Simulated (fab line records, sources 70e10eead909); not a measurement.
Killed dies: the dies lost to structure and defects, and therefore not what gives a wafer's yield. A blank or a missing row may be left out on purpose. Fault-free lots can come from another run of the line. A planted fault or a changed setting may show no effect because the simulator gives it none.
fab line records	flow nand-harc	part 1 of 2: steps 1 to 4 of 6
record lots=23	wafers=69	last-day=24
route steps=1159 shown A_CHANNEL_HOLE_D1@469 A_CHANNEL_FILL_D1@493
lots untouched by any fault: they come from a run of this same line in which no faults occurred
start-h: start of the lot's first displayed wafer, in hours after the record's first day	wait-h: hours from the lot's prior step to this one	" the same as in the row above	L1.1+2: several wafers, shown together as one row	- either no value or no given start	* or withheld: withheld	< > ~ a bound
route shown NAME@n: NAME is a module with steps in the file, n the number in the route of the first one	usual: mean/standard deviation taken from wafers without a fault	same: alike in all rows	chamber/n: place in a boat	sites: per-site readings	_std_site: the values' standard deviation	_edge_site: the outer-site mean with the inner-site mean subtracted	radius-mm: how far each site lies from the wafer's centre	mask NAME#n: copy n	behind: the tool/chamber that last shaped the wafer	hold: what put the lot on hold/how long, in hours/how the hold closed	device: which transistor (n, p or np) failed to switch	end of line: the same wafers' tests at the end of the route	step lacking rows: just its recipe	killed: not the wafer's yield, but the dies lost to structure and defects at the first sort	map: per-die view of a wafer (x killed, . not killed, _ where there is no die)
set.NAME: the setting that was run; set.NAME@STEP: the one run at that earlier step	model.NAME: the simulator's own value behind a step, which no gauge read
one table for each step of the route and one row for each wafer, over a sample of lots
services: a tool's chamber out of use, with start hour (start-h, from the record's first day; less than 0 if before it), hours out, and reason
## steps
# step NHARC_A_CHANNEL_HOLE_D1_ETCH_16
# recipe target-depth-a=31000	over-etch-frac=0.3	time-s=806	ion-energy-ev=150	o2-flow-sccm=400	cos-flow-sccm=20	ar-flow-sccm=0	rf-w=500	bias-w=300	chemistry=O2/COS
# usual drypump-motor-current-A=6.0/0.4	o2-flow-sccm=400.1/1.1	oes-product-au=1.004/0.0095	rf-vpp-V=314.1/1.6	showerhead-plenum-p-Torr=3.12/0.098	throttle-valve-pct=28.330/0.0094
lot.wafer	tool	chamber	start-h	wait-h	drypump-motor-current-A	o2-flow-sccm	oes-product-au	rf-hours-counter-h	rf-vpp-V	showerhead-plenum-p-Torr	throttle-valve-pct
L074.2	rie-diel-01	2	-	-	6.2	399.5	1.008	0.6	313.8	3.01	28.326
L074.4	"	3	"	"	5.9	399.4	0.993	2.7	313.0	3.09	28.305
L074.6	"	3	"	"	5.9	401.2	0.996	-	312.6	3.09	28.312
L075.3	rie-diel-01	1	-	-	6.2	400.3	1.007	3.0	313.7	3.08	28.330
L075.2	"	0	"	"	6.7	400.5	1.004	2.9	314.2	3.20	28.335
L075.5	"	2	"	"	6.2	399.8	0.991	-	311.8	3.01	28.330
L076.2	rie-diel-01	1	-	-	6.2	400.6	1.004	3.6	314.2	3.08	28.328
L076.3	"	3	"	"	5.9	399.3	0.993	3.7	313.6	3.09	28.320
L076.6	"	1	"	"	6.3	400.5	0.995	-	313.8	3.08	28.337
L077.3	rie-diel-01	2	-	-	6.2	400.8	0.999	2.5	312.6	3.01	28.322
L077.2	"	3	"	"	5.9	400.2	0.985	4.4	312.1	3.09	28.325
L077.5	"	1	"	"	6.2	402.2	1.001	-	314.1	3.08	28.321
L078.3	rie-diel-10	2	-	-	5.8	399.3	1.018	0.9	313.4	3.02	28.318
L078.2	"	3	"	"	5.9	401.3	1.009	0.9	315.1	3.17	28.318
L078.5	"	3	"	"	5.9	402.2	1.008	-	315.5	3.17	28.338
L079.3	rie-diel-10	2	-	-	5.8	402.0	1.017	1.5	313.3	3.02	28.340
L079.4	"	0	"	"	6.1	400.9	1.007	1.5	315.6	3.19	28.318
L079.5	"	2	"	"	5.8	401.9	1.017	-	312.8	3.02	28.332
L080.2	rie-diel-01	2	-	-	6.2	399.5	1.000	3.2	312.3	3.01	28.323
L080.5	"	0	"	"	6.7	400.7	0.998	-	315.3	3.20	28.348
L080.6	"	1	"	"	6.3	399.7	0.996	-	313.3	3.08	28.333
L082.3	rie-diel-02	2	-	-	5.9	400.6	1.008	2.3	314.0	3.11	28.316
L082.2	"	3	"	"	6.0	401.1	1.004	2.4	313.1	3.12	28.335
L082.6	"	0	"	"	5.6	399.7	1.011	-	312.9	3.05	28.329
L081.2	rie-diel-01	1	-	-	6.2	400.0	0.991	6.0	313.7	3.08	28.323
L081.4	"	3	"	"	5.9	401.2	1.003	5.8	314.3	3.09	28.326
L081.6	"	0	"	"	6.7	400.7	1.011	-	313.9	3.20	28.337
L083.2	rie-diel-10	1	-	-	5.4	398.9	1.005	3.9	317.0	3.30	28.339
L083.3	"	2	"	"	5.8	401.2	0.999	4.1	312.4	3.01	28.319
L083.1	"	0	"	"	6.1	398.9	1.000	3.9	316.1	3.19	28.327
L085.3	rie-diel-10	1	-	-	5.4	402.3	1.012	4.7	318.4	3.30	28.319
L085.2	"	2	"	"	5.8	398.5	1.012	4.8	311.3	3.01	28.341
L085.4	"	3	"	"	6.0	398.9	1.021	4.5	314.2	3.17	28.334
L084.3	rie-diel-01	0	-	-	6.7	400.7	1.012	7.2	316.1	3.20	28.333
L084.4	"	2	"	"	6.2	400.0	1.005	5.1	312.4	3.01	28.307
L084.5	"	1	"	"	6.3	401.5	1.003	-	314.7	3.08	28.328
L086.1	rie-diel-01	2	-	-	6.2	400.0	1.004	5.7	311.7	3.01	28.331
L086.3	"	3	"	"	5.9	398.4	1.008	7.7	313.0	3.09	28.339
L086.4	"	1	"	"	6.2	399.7	1.000	8.2	312.8	3.08	28.323
L087.1	rie-diel-10	1	-	-	5.4	399.9	1.002	6.0	316.8	3.30	28.319
L087.3	"	3	"	"	5.9	401.5	1.003	5.3	316.1	3.17	28.318
L087.6	"	2	"	"	5.8	399.3	1.013	-	311.9	3.01	28.341
L088.2	rie-diel-02	3	-	-	6.0	400.0	0.988	4.6	314.2	3.11	28.332
L088.5	"	0	"	"	5.6	400.6	0.999	-	314.2	3.05	28.334
L088.6	"	1	"	"	5.0	401.8	1.002	-	318.0	3.33	28.334
L089.2	rie-diel-02	1	-	-	5.0	400.2	1.002	6.8	316.1	3.33	28.322
L089.1	"	3	"	"	6.0	400.4	0.984	5.8	314.5	3.11	28.328
L089.6	"	1	"	"	5.0	400.1	1.001	-	316.7	3.33	28.331
L090.2	rie-diel-02	0	-	-	5.6	400.1	1.000	7.2	312.8	3.05	28.329
L090.5	"	3	"	"	6.0	399.1	0.982	-	313.2	3.11	28.360
L090.6	"	0	"	"	5.6	400.3	1.006	-	312.2	3.05	28.340
L092.3	rie-diel-01	0	-	-	6.7	399.1	1.020	9.5	314.1	3.20	28.328
L092.2	"	2	"	"	6.1	400.1	0.997	7.4	313.4	3.01	28.331
L092.6	"	1	"	"	6.3	400.1	1.012	-	313.8	3.08	28.349
L093.3	rie-diel-10	1	-	-	5.4	400.5	0.992	8.4	317.2	3.30	28.339
L093.2	"	2	"	"	5.7	397.9	1.024	8.2	311.5	3.01	28.335
L093.5	"	3	"	"	5.9	398.1	1.027	-	315.3	3.17	28.335
L094.4	rie-diel-01	1	-	-	6.2	401.9	1.004	10.4	314.0	3.08	28.335
L094.3	"	3	"	"	5.9	398.4	0.986	10.3	314.7	3.08	28.345
L094.5	"	1	"	"	6.2	400.9	1.010	-	312.2	3.08	28.322
L096.3	rie-diel-01	0	-	-	6.7	399.9	1.002	11.3	315.4	3.20	28.316
L096.5	"	2	"	"	6.2	400.1	1.008	-	312.5	3.01	28.326
L096.6	"	3	"	"	5.9	399.9	0.990	-	313.1	3.08	28.315
L095.1	rie-diel-10	2	-	-	5.8	399.1	1.014	9.1	311.9	3.01	28.343
L095.2	"	0	"	"	6.1	400.3	1.010	8.7	317.6	3.19	28.331
L095.4	"	1	"	"	5.5	398.9	0.997	9.3	316.7	3.30	28.322
L097.2	rie-diel-10	1	-	-	5.4	400.0	1.002	10.1	315.7	3.30	28.322
L097.6	"	3	"	"	5.9	399.7	1.003	-	314.7	3.17	28.332
L097.5	"	0	"	"	6.1	401.0	0.997	-	314.0	3.19	28.320
# step NHARC_A_CHANNEL_HOLE_D1_ETCH_21
# recipe bias-v=3000	source-w=withheld	pressure-mtorr=20	time-s=514.3	ar-flow-sccm=375	c4f8-flow-sccm=89.3	o2-flow-sccm=35.7	temp-c=-20	target-depth-a=16000	chemistry=C4F8/O2/Ar
# usual drypump-motor-current-A=5.7/0.41	o2-flow-sccm=35.70/0.1	showerhead-plenum-p-Torr=3.75/0.088	throttle-valve-pct=32.155/0.0089
lot.wafer	tool	chamber	start-h	wait-h	drypump-motor-current-A	o2-flow-sccm	rf-hours-counter-h	showerhead-plenum-p-Torr	throttle-valve-pct
L074.2	har-etch-02	0	185.84	0.3	5.9	35.64	106	3.76	32.154
L074.4	"	0	"	"	5.9	35.60	-	3.76	32.151
L074.6	"	1	"	"	6.1	35.61	-	3.87	32.148
L075.2	har-etch-01	1	186.27	0.3	5.0	35.78	188	3.74	32.147
L075.3	"	0	"	"	5.6	35.63	-	3.62	32.141
L075.5	"	1	"	"	5.0	35.72	-	3.74	32.142
L076.2	har-etch-02	0	190.03	0.3	5.9	35.64	110	3.76	32.152
L076.3	"	1	"	"	6.2	35.80	-	3.87	32.149
L076.6	"	1	"	"	6.2	35.65	-	3.87	32.168
L077.2	har-etch-01	0	197.96	0.3	5.7	35.69	195	3.62	32.157
L077.3	"	0	"	"	5.6	35.67	-	3.62	32.155
L077.5	"	1	"	"	5.0	35.72	-	3.74	32.136
L078.2	har-etch-02	1	198.82	0.3	6.1	35.72	114	3.87	32.154
L078.3	"	0	"	"	5.9	35.77	-	3.76	32.173
L078.5	"	1	"	"	6.2	35.71	-	3.87	32.155
L079.4	har-etch-01	0	202.26	0.3	5.7	35.74	-	3.61	32.153
L079.3	"	1	"	"	5.0	35.71	-	3.74	32.162
L079.5	"	1	"	"	5.0	35.69	-	3.74	32.154
L080.2	har-etch-02	0	202.96	0.3	5.9	35.70	118	3.76	32.174
L080.5	"	1	"	"	6.1	35.70	-	3.87	32.155
L080.6	"	0	"	"	5.9	35.59	-	3.76	32.154
L082.2	har-etch-01	1	213.83	0.3	5.0	35.41	203	3.73	32.173
L082.3	"	1	"	"	5.0	35.63	-	3.73	32.167
L082.6	"	0	"	"	5.7	35.72	-	3.61	32.153
L081.2	har-etch-02	1	214.04	0.3	6.1	35.79	122	3.86	32.160
L081.4	"	1	"	"	6.1	35.56	-	3.86	32.157
L081.6	"	0	"	"	5.9	35.68	-	3.76	32.162
L083.2	har-etch-01	0	236.44	0.3	5.6	35.72	211	3.61	32.166
L083.1	"	1	"	"	5.0	35.61	211	3.73	32.156
L083.3	"	1	"	"	5.0	35.58	-	3.73	32.159
L085.2	har-etch-02	0	239.36	0.3	5.9	35.50	132	3.75	32.154
L085.3	"	1	"	"	6.1	35.71	-	3.86	32.142
L085.4	"	0	"	"	5.9	35.66	-	3.75	32.157
L084.3	har-etch-01	1	240.77	0.3	5.0	35.73	-	3.73	32.162
L084.4	"	0	"	"	5.6	35.75	-	3.61	32.152
L084.5	"	0	"	"	5.6	35.86	-	3.60	32.155
L086.1	har-etch-02	1	252.13	0.3	6.1	35.82	137	3.86	32.143
L086.4	"	0	"	"	5.9	35.66	-	3.75	32.159
L086.3	"	1	"	"	6.2	35.89	-	3.86	32.146
L087.1	har-etch-01	1	252.91	0.3	4.9	35.78	220	3.72	32.150
L087.3	"	1	"	"	5.0	35.80	-	3.72	32.144
L087.6	"	1	"	"	5.0	35.83	-	3.72	32.150
L088.2	har-etch-02	1	256.31	0.3	6.1	35.79	141	3.85	32.158
L088.6	"	0	"	"	5.9	35.82	-	3.75	32.138
L088.5	"	1	"	"	6.1	35.68	-	3.85	32.169
L089.1	har-etch-01	0	270.69	0.3	5.7	35.78	226	3.60	32.156
L089.2	"	1	"	"	5.0	35.69	226	3.72	32.151
L089.6	"	1	"	"	5.0	35.56	-	3.72	32.154
L090.2	har-etch-02	1	271.21	0.3	6.1	35.80	145	3.85	32.146
L090.6	"	0	"	"	5.9	35.69	-	3.74	32.159
L090.5	"	1	"	"	6.1	35.73	-	3.85	32.161
L092.2	har-etch-01	1	282.18	0.3	5.0	35.86	233	3.72	32.151
L092.3	"	0	"	"	5.6	35.79	-	3.60	32.172
L092.6	"	1	"	"	5.0	35.74	-	3.72	32.163
L093.2	har-etch-02	1	292.13	0.3	6.1	35.57	157	3.84	32.135
L093.3	"	1	"	"	6.1	35.70	-	3.84	32.154
L093.5	"	1	"	"	6.1	35.66	-	3.84	32.155
L094.3	har-etch-01	1	292.81	0.3	5.0	35.99	-	3.71	32.156
L094.4	"	0	"	"	5.6	35.78	-	3.59	32.159
L094.5	"	1	"	"	5.0	35.86	-	3.71	32.143
L096.3	har-etch-02	1	307.80	0.3	6.1	35.65	-	3.84	32.137
L096.5	"	1	"	"	6.1	35.53	-	3.84	32.157
L096.6	"	0	"	"	5.9	35.65	-	3.73	32.156
L095.2	har-etch-02	0	311.82	0.3	5.9	35.75	167	3.73	32.146
L095.1	"	1	"	"	6.1	35.71	167	3.84	32.142
L095.4	"	0	"	"	5.9	35.71	-	3.73	32.144
L097.2	har-etch-02	1	321.20	0.3	6.1	35.69	171	3.84	32.145
L097.6	"	0	"	"	5.9	35.80	-	3.73	32.157
L097.5	"	1	"	"	6.1	35.65	-	3.84	32.151
# step NHARC_A_CHANNEL_FILL_D1_ALD_03
# recipe target-thk-a=60	pulse-time-s=60	ald-cycles=58	temp-c=630	pressure-torr=2	material=SiNx
# usual chamber-pressure-Torr=2.000/0.0053	precursor-pulse-height-rel=0.998/0.021
lot.wafer	tool	chamber	start-h	wait-h	chamber-pressure-Torr	precursor-pulse-height-rel
L074.2	ald-sin-batch-01	0	-	-	1.996	0.982
L074.4	"	0	"	"	2.005	1.026
L074.6	"	0	"	"	2.001	1.011
L075.2	ald-sin-batch-01	0	-	-	2.005	0.993
L075.3	"	0	"	"	2.002	1.011
L075.5	"	0	"	"	2.004	0.996
L076.2	ald-sin-batch-01	0	-	-	1.998	0.997
L076.3	"	0	"	"	1.992	1.005
L076.6	"	0	"	"	1.998	1.035
L077.2	ald-sin-batch-03	0	-	-	2.002	1.023
L077.3	"	0	"	"	2.006	1.001
L077.5	"	0	"	"	1.997	1.017
L078.2	ald-sin-batch-03	0	-	-	1.992	0.996
L078.3	"	0	"	"	1.993	0.975
L078.5	"	0	"	"	1.997	1.017
L079.3	ald-sin-batch-01	0	-	-	2.001	0.987
L079.4	"	0	"	"	2.003	1.019
L079.5	"	0	"	"	2.002	1.011
L080.2	ald-sin-batch-01	0	-	-	2.004	0.982
L080.5	"	0	"	"	2.001	0.979
L080.6	"	0	"	"	1.996	1.028
L081.2	ald-sin-batch-01	0	-	-	1.999	1.024
L081.4	"	0	"	"	1.993	0.992
L081.6	"	0	"	"	2.000	0.998
L082.2	ald-sin-batch-01	0	-	-	2.003	0.998
L082.3	"	0	"	"	2.003	0.973
L082.6	"	0	"	"	2.004	0.972
L083.1	ald-sin-batch-03	0	-	-	1.995	1.007
L083.2	"	0	"	"	1.997	0.978
L083.3	"	0	"	"	1.994	1.018
L084.3	ald-sin-batch-01	0	-	-	1.991	1.008
L084.4	"	0	"	"	1.993	1.019
L084.5	"	0	"	"	2.004	1.009
L085.2	ald-sin-batch-01	0	-	-	1.997	1.026
L085.3	"	0	"	"	2.007	0.999
L085.4	"	0	"	"	1.996	0.994
L086.1	ald-sin-batch-03	0	-	-	1.993	1.010
L086.3	"	0	"	"	1.996	1.011
L086.4	"	0	"	"	1.995	1.010
L087.1	ald-sin-batch-03	0	-	-	2.001	1.011
L087.3	"	0	"	"	2.000	0.995
L087.6	"	0	"	"	2.003	1.007
L088.2	ald-sin-batch-01	0	-	-	2.004	0.939
L088.5	"	0	"	"	1.998	0.996
L088.6	"	0	"	"	2.007	0.993
L089.1	ald-sin-batch-01	0	-	-	1.996	0.992
L089.2	"	0	"	"	1.996	0.962
L089.6	"	0	"	"	1.989	1.033
L090.2	ald-sin-batch-01	0	-	-	2.002	0.974
L090.5	"	0	"	"	2.006	1.040
L090.6	"	0	"	"	2.010	0.964
L092.2	ald-sin-batch-03	0	-	-	1.996	1.019
L092.3	"	0	"	"	2.005	1.025
L092.6	"	0	"	"	1.999	1.006
L093.2	ald-sin-batch-03	0	-	-	1.989	1.000
L093.3	"	0	"	"	1.997	0.982
L093.5	"	0	"	"	1.995	0.941
L094.3	ald-sin-batch-03	0	-	-	1.998	1.072
L094.4	"	0	"	"	1.992	1.008
L094.5	"	0	"	"	2.003	0.987
L096.3	ald-sin-batch-02	0	-	-	2.010	0.996
L096.5	"	0	"	"	2.002	0.975
L096.6	"	0	"	"	2.005	1.002
L095.1	ald-sin-batch-01	0	-	-	2.006	1.028
L095.2	"	0	"	"	2.004	0.990
L095.4	"	0	"	"	2.001	1.013
L097.2	ald-sin-batch-02	0	-	-	2.007	1.000
L097.5	"	0	"	"	2.008	0.995
L097.6	"	0	"	"	2.012	0.973
# step NHARC_A_CHANNEL_FILL_D1_ALD_14
# recipe target-thk-a=25	pulse-time-s=10	ald-cycles=25	temp-c=300	material=SiO2
# usual heater-power-w=484/57	precursor-pulse-height-rel=1.003/0.019
lot.wafer	tool	chamber	start-h	wait-h	heater-power-w	precursor-pulse-height-rel
L076.3	ald-hk-01	2	201.24	0.0	448	0.974
L076.2	"	3	"	"	502	0.998
L076.6	"	3	"	"	492	1.026
L074.4	ald-hk-02	1	201.28	0.1	402	1.013
L074.2	"	2	"	"	439	1.009
L074.6	"	0	"	"	504	1.004
L075.3	ald-hk-02	3	201.46	0.3	453	1.017
L075.2	"	1	"	"	390	0.980
L075.5	"	3	"	"	473	0.992
L078.2	ald-hk-02	2	210.55	0.1	426	1.016
L078.3	"	3	"	"	464	0.968
L078.5	"	2	"	"	417	1.006
L077.3	ald-hk-01	2	210.55	0.1	454	1.004
L077.2	"	0	"	"	511	0.995
L077.5	"	2	"	"	456	0.973
L079.4	ald-hk-02	0	214.88	0.0	508	1.009
L079.3	"	3	"	"	464	1.013
L079.5	"	1	"	"	408	1.002
L080.2	ald-hk-02	0	215.18	0.3	507	1.011
L080.6	"	2	"	"	432	1.018
L080.5	"	3	"	"	464	1.037
L082.2	ald-hk-02	0	226.39	0.1	497	0.965
L082.3	"	1	"	"	385	0.971
L082.6	"	1	"	"	391	0.987
L081.2	ald-hk-04	3	226.43	0.1	597	1.012
L081.4	"	0	"	"	493	0.998
L081.6	"	3	"	"	608	0.989
L083.1	ald-hk-02	2	248.96	0.0	430	0.973
L083.3	"	0	"	"	493	0.995
L083.2	"	1	"	"	400	0.995
L085.3	ald-hk-04	0	254.44	0.0	505	1.019
L085.4	"	2	"	"	556	0.999
L085.2	"	3	"	"	609	0.994
L084.4	ald-hk-04	1	254.74	0.3	479	1.057
L084.3	"	2	"	"	548	0.997
L084.5	"	0	"	"	496	0.992
L086.4	ald-hk-01	1	264.61	0.0	558	1.001
L086.3	"	2	"	"	430	1.020
L086.1	"	0	"	"	477	1.018
L087.1	ald-hk-04	2	264.61	0.0	542	0.991
L087.3	"	1	"	"	473	1.005
L087.6	"	2	"	"	544	0.979
L088.2	ald-hk-02	2	268.80	0.1	431	1.007
L088.5	"	0	"	"	496	0.974
L088.6	"	1	"	"	394	1.015
L090.2	ald-hk-04	1	283.91	0.8	503	0.980
L090.6	"	0	"	"	498	0.992
L090.5	"	1	"	"	478	1.011
L089.1	ald-hk-01	0	284.08	0.9	490	0.989
L089.2	"	2	"	"	421	0.997
L089.6	"	3	"	"	462	1.014
L092.3	ald-hk-02	0	297.36	2.6	491	0.997
L092.2	"	2	"	"	431	1.005
L092.6	"	0	"	"	494	1.024
L093.2	ald-hk-02	3	305.58	0.1	473	0.991
L093.3	"	1	"	"	382	0.978
L093.5	"	2	"	"	437	0.994
L094.3	ald-hk-01	0	305.58	0.1	485	1.008
L094.4	"	1	"	"	558	1.008
L094.5	"	3	"	"	473	1.034
L096.3	ald-hk-04	0	320.25	0.2	494	1.008
L096.5	"	1	"	"	487	1.015
L096.6	"	2	"	"	534	1.003
L095.2	ald-hk-02	2	324.44	0.1	451	0.978
L095.4	"	3	"	"	479	1.003
L095.1	"	0	"	"	496	0.999
L097.2	ald-hk-04	2	333.77	0.1	560	0.996
L097.5	"	0	"	"	492	1.009
L097.6	"	1	"	"	483	0.991
